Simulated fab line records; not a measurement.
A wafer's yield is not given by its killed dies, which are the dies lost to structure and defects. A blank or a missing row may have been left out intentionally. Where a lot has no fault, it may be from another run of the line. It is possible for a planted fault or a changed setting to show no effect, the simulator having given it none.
What tool caused it?	flow nandHarc	72 wafers from 24 lots sampled at 6 of the route's 1302 steps

WHAT THE GAUGES SHOWED, per wafer
The record lacks any reading of a measuring or inspecting step that a usual standard deviation could be used to judge.

WHICH TOOL RAN EACH LOT (tool, then ch and the chambers of the sampled wafers, then the start)
lot	NHARC_A_DECK1_JOINT_CMP_13	NHARC_A_CHANNEL_HOLE_D2_ETCH_23	NHARC_A_CHANNEL_FILL_D2_ALD_14	NHARC_A_CHANNEL_FILL_D2_ETCHBACK_20	NHARC_A_CHANNEL_FILL_D2_ETCHBACK_08	NHARC_A_CHANNEL_FILL_D2_STRIP_29
L074	cmp-03 ch 0,2,3, day 12 01:20	harEtch-01 ch 0,1, day 13 22:32	aldHk-04 ch 0,3, day 14 09:55	rieDiel-12 ch 1,2, day 15 04:28	rieDiel-13 ch 1,3, no start	rieDiel-13 ch 0,1,2, no start
L075	cmp-02 ch 0,2,3, day 12 01:22	harEtch-02 ch 0,1, day 13 23:38	aldHk-02 ch 1,2, day 14 09:56	rieDiel-04 ch 1,2, day 15 04:29	rieDiel-13 ch 0,1, day 15 22:02 or earlier	rieDiel-13 ch 0,1,3, day 15 22:02
L076	cmp-02 ch 0,2,3, day 12 08:53	harEtch-01 ch 0,1, day 14 02:41	aldHk-04 ch 0,1,3, day 14 14:09	rieDiel-13 ch 0,1,2, day 15 04:29	rieDiel-12 ch 1,2, no start	rieDiel-12 ch 2,3, no start
L077	cmp-04 ch 0,1, day 12 20:31	harEtch-01 ch 0, day 15 00:35	aldHk-03 ch 0,3, day 15 12:02	rieDiel-04 ch 0,2,3, day 16 08:16	rieDiel-13 ch 1,3, day 17 01:50 or earlier	rieDiel-13 ch 0,1, day 17 01:50
L078	cmp-04 ch 1,2, day 13 02:31	harEtch-02 ch 0,1, day 15 01:38	aldHk-04 ch 0,1,2, day 15 12:00	rieDiel-12 ch 1,2,3, day 16 08:15	rieDiel-12 ch 0,1, no start	rieDiel-12 ch 0,2, no start
L079	cmp-03 ch 1,2,3, day 13 02:31	harEtch-01 ch 0,1, day 15 04:44	aldHk-03 ch 1,2,3, day 15 16:13	rieDiel-13 ch 1,2,3, day 16 08:16	rieDiel-12 ch 1,2,3, no start	rieDiel-12 ch 0,2,3, no start
L080	cmp-04 ch 0,1,2, day 13 14:22	harEtch-01 ch 0,1, day 15 16:35	aldHk-04 ch 0,2,3, day 16 04:07	rieDiel-12 ch 1,2,3, day 16 20:46	rieDiel-12 ch 2,3, no start	rieDiel-12 ch 1,2, no start
L081	cmp-02 ch 0,1, day 14 04:58	harEtch-01 ch 1, day 15 22:15	aldHk-04 ch 0,2,3, day 16 09:28	rieDiel-13 ch 0,1,3, day 17 02:24	rieDiel-12 ch 1,3, no start	rieDiel-12 ch 1,2,3, no start
L082	cmp-03 ch 0,2, day 14 04:58	harEtch-02 ch 0,1, day 15 21:54	aldHk-04 ch 0,1, day 16 09:37	rieDiel-04 ch 1,2, day 17 02:24	rieDiel-13 ch 0,1, no start	rieDiel-13 ch 0,1, no start
L083	cmp-02 ch 1,3, day 15 14:09	harEtch-01 ch 0,1, day 17 14:00	aldHk-04 ch 1,3, day 18 01:26	rieDiel-13 ch 0,1,2, day 18 18:39	rieDiel-04 ch 0,1, no start	rieDiel-04 ch 2,3, no start
L084	cmp-03 ch 1,2, day 15 14:10	harEtch-02 ch 0, day 17 15:31	aldHk-02 ch 0,1,2, day 18 01:21	rieDiel-12 ch 0,1,2, day 18 18:38	rieDiel-13 ch 0,2,3, no start	rieDiel-13 ch 0,3, no start
L086	cmp-02 ch 0,1,2, day 16 03:13	harEtch-01 ch 0,1, day 18 03:08	aldHk-04 ch 0,1,3, day 18 14:16	rieDiel-12 ch 0,1,3, day 19 07:17	rieDiel-13 ch 1,2,3, no start	rieDiel-13 ch 0,2,3, no start
L085	cmp-04 ch 0,1,3, day 16 03:13	harEtch-02 ch 0,1, day 18 02:40	aldHk-03 ch 1,2,3, day 18 14:11	rieDiel-13 ch 0,1,2, day 19 07:17	rieDiel-12 ch 0,2,3, no start	rieDiel-12 ch 0,1,3, no start
L087	cmp-04 ch 0,2, day 17 05:55	harEtch-02 ch 1, day 19 04:41	aldHk-02 ch 0,2,3, day 19 18:40	rieDiel-13 ch 0,1,2, day 20 12:17	rieDiel-13 ch 1,2, no start	rieDiel-13 ch 0,1,2, no start
L088	cmp-02 ch 1,2,3, day 17 16:04	harEtch-02 ch 0,1, day 19 18:44	aldHk-03 ch 0,1,2, day 20 06:17	rieDiel-12 ch 0,3, day 20 22:56	rieDiel-12 ch 0,2,3, no start	rieDiel-12 ch 0,1,2, no start
L089	cmp-03 ch 1,2,3, day 17 23:25	harEtch-01 ch 1, day 19 19:59	aldHk-02 ch 0,1,3, day 20 06:19	rieDiel-13 ch 0,1, day 20 22:56	rieDiel-13 ch 0,2,3, no start	rieDiel-13 ch 0,2,3, no start
L091	cmp-04 ch 0,1,2, day 18 16:49	harEtch-02 ch 0,1, day 20 21:40	aldHk-02 ch 0,1,3, day 21 09:44	rieDiel-12 ch 1,2,3, day 22 02:30	rieDiel-12 ch 0,2,3, no start	rieDiel-12 ch 0,2,3, no start
L090	cmp-03 ch 1,2,3, day 18 16:52	harEtch-01 ch 1, day 20 18:11	aldHk-03 ch 0,1,2, day 21 05:45	rieDiel-13 ch 0,2,3, day 21 22:52	rieDiel-12 ch 0,2, no start	rieDiel-12 ch 0,1,3, no start
L092	cmp-04 ch 0,1,3, day 19 00:07	harEtch-01 ch 0,1, day 20 22:36	aldHk-02 ch 0,1,3, day 21 10:01	rieDiel-13 ch 0,2,3, day 22 02:32	rieDiel-12 ch 0,1,3, no start	rieDiel-12 ch 0,1,3, no start
L093	cmp-02 ch 1,2,3, day 19 06:21	harEtch-02 ch 0,1, day 21 06:08	aldHk-04 ch 0,1,2, day 21 17:28	rieDiel-04 ch 0,1, day 22 10:34	rieDiel-13 ch 0,1, no start	rieDiel-13 ch 1,2, no start
L096	cmp-02 ch 1,2,3, day 20 08:44	harEtch-02 ch 0,1, day 22 03:12	aldHk-03 ch 1,2,3, day 22 14:36	rieDiel-12 ch 0,2,3, day 23 07:20	rieDiel-13 ch 0,1,2, day 24 04:43 or earlier	rieDiel-13 ch 0,1,2, day 24 04:43
L094	cmp-04 ch 0,1,3, day 20 08:45	harEtch-01 ch 0,1, day 22 03:12	aldHk-02 ch 1,2,3, day 22 14:35	rieDiel-13 ch 0,1,3, day 23 07:16	rieDiel-04 ch 0,2,3, no start	rieDiel-04 ch 0,2,3, no start
L095	cmp-02 ch 0,1, day 20 13:19	harEtch-02 ch 0,1, day 22 12:55	aldHk-02 ch 1,2,3, day 23 00:13	rieDiel-13 ch 0,2, day 23 21:16	rieDiel-13 ch 1,2, no start	rieDiel-13 ch 0,1, no start
L097	cmp-03 ch 1,2,3, day 20 21:56	harEtch-02 ch 0,1, day 22 20:34	aldHk-03 ch 1,2,3, day 23 08:46	rieDiel-12 ch 1,3, day 24 02:50	rieDiel-12 ch 0,1,3, no start	rieDiel-12 ch 0,1,3, no start
- NHARC_A_DECK1_JOINT_CMP_13: polishes, target thk 51.023 nm.
- NHARC_A_CHANNEL_HOLE_D2_ETCH_23: etches the open film in C4F8/O2/Ar, time 819 s, target depth 1600 nm.
- NHARC_A_CHANNEL_FILL_D2_ALD_14: deposits SiO2, target thk 2.5 nm, pulse time 10 s, ald cycles 25.
- NHARC_A_CHANNEL_FILL_D2_ETCHBACK_20: etches the open film in C4F8/O2/Ar, target depth 27 nm, time 13.5 s.
- NHARC_A_CHANNEL_FILL_D2_ETCHBACK_08: etches the open film in C4F8, target depth 220 nm, time 110 s.
- NHARC_A_CHANNEL_FILL_D2_STRIP_29: strips in O2, time 20 s.

WHAT THE TOOLS THEMSELVES READ (means of the sampled wafers that have a number; where no wafer has one, the mark that the record gives instead)
NHARC_A_DECK1_JOINT_CMP_13. Usual: motorCurrentA 12.4 A, standard deviation 1.4; timeToEndpointS 9.2 s, standard deviation 2.9.
lot	tool	motorCurrentA (A)	timeToEndpointS (s)	flag
L074	cmp-03	12.4	8.2	
L075	cmp-02	11.7	9.2	
L076	cmp-02	11.3	10.6	
L077	cmp-04	12.1	12.0	
L078	cmp-04	13.2	10.6	
L079	cmp-03	13.0	8.0	
L080	cmp-04	12.2	8.9	
L081	cmp-02	11.7	7.4	
L082	cmp-03	13.5	4.4	
L083	cmp-02	12.2	9.6	
L084	cmp-03	14.0	9.5	
L086	cmp-02	11.5	8.4	
L085	cmp-04	12.6	5.9	
L087	cmp-04	12.3	8.8	
L088	cmp-02	12.2	13.3	
L089	cmp-03	12.5	8.9	
L091	cmp-04	12.3	8.1	
L090	cmp-03	12.9	8.7	
L092	cmp-04	12.6	10.5	
L093	cmp-02	11.7	9.8	
L096	cmp-02	11.9	12.7	
L094	cmp-04	12.1	10.6	
L095	cmp-02	12.7	7.9	
L097	cmp-03	12.5	12.6	

NHARC_A_CHANNEL_HOLE_D2_ETCH_23. Usual: drypumpMotorCurrentA 5.71 A, standard deviation 0.25; showerheadPlenumPTorr 3.63 Torr, standard deviation 0.063; throttleValvePct 32.154 %, standard deviation 0.0097.
lot	tool	drypumpMotorCurrentA (A)	showerheadPlenumPTorr (Torr)	throttleValvePct (%)	flag
L074	harEtch-01	5.43	3.61	32.166	
L075	harEtch-02	5.95	3.67	32.161	
L076	harEtch-01	5.56	3.65	32.154	
L077	harEtch-01	5.34	3.56	32.159	
L078	harEtch-02	5.84	3.69	32.146	
L079	harEtch-01	5.44	3.60	32.151	
L080	harEtch-01	5.45	3.59	32.161	
L081	harEtch-01	5.70	3.68	32.155	
L082	harEtch-02	5.95	3.66	32.145	
L083	harEtch-01	5.44	3.58	32.152	
L084	harEtch-02	6.06	3.62	32.149	
L086	harEtch-01	5.45	3.57	32.155	
L085	harEtch-02	5.94	3.64	32.159	
L087	harEtch-02	5.79	3.69	32.156	
L088	harEtch-02	5.87	3.66	32.156	
L089	harEtch-01	5.69	3.65	32.153	
L091	harEtch-02	5.86	3.65	32.165	
L090	harEtch-01	5.70	3.64	32.156	
L092	harEtch-01	5.45	3.55	32.159	
L093	harEtch-02	5.94	3.62	32.146	
L096	harEtch-02	5.86	3.64	32.160	
L094	harEtch-01	5.45	3.54	32.154	
L095	harEtch-02	5.87	3.64	32.146	
L097	harEtch-02	5.87	3.63	32.150	

NHARC_A_CHANNEL_FILL_D2_ALD_14. Usual: heaterPowerW 489 W, standard deviation 57; precursorPulseHeightRel 0.998, standard deviation 0.02.
lot	tool	heaterPowerW (W)	precursorPulseHeightRel	flag
L074	aldHk-04	563	0.992	
L075	aldHk-02	540	1.009	
L076	aldHk-04	516	1.008	
L077	aldHk-03	421	0.990	
L078	aldHk-04	512	1.005	
L079	aldHk-03	473	1.009	
L080	aldHk-04	508	0.987	
L081	aldHk-04	515	0.985	
L082	aldHk-04	563	0.991	
L083	aldHk-04	477	0.998	
L084	aldHk-02	503	1.016	
L086	aldHk-04	519	0.980	
L085	aldHk-03	469	1.001	
L087	aldHk-02	477	0.992	
L088	aldHk-03	471	0.995	
L089	aldHk-02	481	0.987	
L091	aldHk-02	477	1.002	
L090	aldHk-03	474	0.996	
L092	aldHk-02	473	0.992	
L093	aldHk-04	511	1.028	
L096	aldHk-03	475	0.987	
L094	aldHk-02	505	0.981	
L095	aldHk-02	508	0.998	
L097	aldHk-03	480	0.997	

NHARC_A_CHANNEL_FILL_D2_ETCHBACK_20. Usual: oesProductAu 0.979 a.u., standard deviation 0.029; rfVppV 977 V, standard deviation 6.7.
lot	tool	oesProductAu (a.u.)	rfVppV (V)	flag
L074	rieDiel-12	1.009	982	
L075	rieDiel-04	0.982	985	
L076	rieDiel-13	0.995	974	
L077	rieDiel-04	0.999	976	
L078	rieDiel-12	1.001	983	
L079	rieDiel-13	1.002	973	
L080	rieDiel-12	0.949	982	
L081	rieDiel-13	0.988	971	
L082	rieDiel-04	0.987	984	
L083	rieDiel-13	0.973	974	
L084	rieDiel-12	0.996	982	
L086	rieDiel-12	0.998	981	
L085	rieDiel-13	0.996	973	
L087	rieDiel-13	0.989	974	
L088	rieDiel-12	0.912	985	
L089	rieDiel-13	0.953	972	
L091	rieDiel-12	0.982	981	
L090	rieDiel-13	0.921	974	
L092	rieDiel-13	0.957	974	
L093	rieDiel-04	0.986	975	
L096	rieDiel-12	0.990	986	
L094	rieDiel-13	1.001	971	
L095	rieDiel-13	0.987	975	
L097	rieDiel-12	0.939	978	

NHARC_A_CHANNEL_FILL_D2_ETCHBACK_08. Usual: oesProductAu 0.97 a.u., standard deviation 0.038; rfVppV 440 V, standard deviation 3.3.
lot	tool	oesProductAu (a.u.)	rfVppV (V)	flag
L074	rieDiel-13	1.01	437	
L075	rieDiel-13	1.00	438	
L076	rieDiel-12	1.01	440	
L077	rieDiel-13	0.98	437	
L078	rieDiel-12	0.92	441	
L079	rieDiel-12	1.00	442	
L080	rieDiel-12	0.93	445	
L081	rieDiel-12	0.96	439	
L082	rieDiel-13	0.93	438	
L083	rieDiel-04	0.99	440	
L084	rieDiel-13	1.00	439	
L086	rieDiel-13	0.93	438	
L085	rieDiel-12	0.99	444	
L087	rieDiel-13	0.94	439	
L088	rieDiel-12	0.92	444	
L089	rieDiel-13	0.92	438	
L091	rieDiel-12	0.92	444	
L090	rieDiel-12	1.00	445	
L092	rieDiel-12	0.99	441	
L093	rieDiel-13	0.99	438	
L096	rieDiel-13	0.99	438	
L094	rieDiel-04	1.00	440	
L095	rieDiel-13	0.94	439	
L097	rieDiel-12	0.92	442	

NHARC_A_CHANNEL_FILL_D2_STRIP_29. Usual: drypumpMotorCurrentA 5.8 A, standard deviation 0.52; oesProductAu 0.997 a.u., standard deviation 0.016; rfVppV 57.7 V, standard deviation 0.87; showerheadPlenumPTorr 3.51 Torr, standard deviation 0.18; throttleValvePct 17.036 %, standard deviation 0.0097.
lot	tool	drypumpMotorCurrentA (A)	oesProductAu (a.u.)	rfVppV (V)	showerheadPlenumPTorr (Torr)	throttleValvePct (%)	flag
L074	rieDiel-13	5.9	1.007	57.3	3.41	17.036	
L075	rieDiel-13	5.7	0.996	57.1	3.34	17.040	
L076	rieDiel-12	5.5	0.989	58.6	3.75	17.028	
L077	rieDiel-13	5.7	0.998	57.4	3.38	17.027	
L078	rieDiel-12	5.5	1.018	57.9	3.72	17.030	
L079	rieDiel-12	5.7	0.998	58.5	3.73	17.025	
L080	rieDiel-12	5.3	1.006	57.5	3.61	17.034	
L081	rieDiel-12	5.5	0.995	57.8	3.62	17.039	
L082	rieDiel-13	5.4	1.012	57.0	3.34	17.041	
L083	rieDiel-04	5.4	1.000	58.6	3.58	17.031	
L084	rieDiel-13	6.1	0.989	57.4	3.34	17.032	
L086	rieDiel-13	6.3	0.993	57.5	3.41	17.032	
L085	rieDiel-12	5.8	0.987	57.8	3.61	17.032	
L087	rieDiel-13	5.9	1.000	57.1	3.41	17.021	
L088	rieDiel-12	5.6	1.003	57.4	3.59	17.033	
L089	rieDiel-13	6.3	0.994	57.6	3.41	17.042	
L091	rieDiel-12	5.7	0.987	57.8	3.72	17.033	
L090	rieDiel-12	5.8	0.998	58.2	3.61	17.032	
L092	rieDiel-12	5.8	0.985	57.8	3.61	17.029	
L093	rieDiel-13	5.6	1.010	58.2	3.38	17.044	
L096	rieDiel-13	6.0	0.998	57.3	3.41	17.028	
L094	rieDiel-04	5.5	0.998	58.0	3.46	17.046	
L095	rieDiel-13	5.8	0.985	57.3	3.38	17.046	
L097	rieDiel-12	5.8	0.992	57.4	3.61	17.029	

THE ANSWER, worked out from the rows above alone
Rule: a lot counts as off when the mean over its wafers that have a number is more than 3 standard deviations away from the usual mean. Also off: a lot with no number at a reading for which 4 or more lots have one. All remaining lots with rows at the step are treated as sound. The gauges are gone through in route order, then the tools' own readings, and for those a lot's mean is taken as printed above. The first step at which some lot is off is used, and at that step the reading that is off furthest; a lot without a number counts as furthest.
Across all readings shown, no lot is off: no conclusion can be drawn from this.

WHAT THE SIMULATOR HAD INSERTED
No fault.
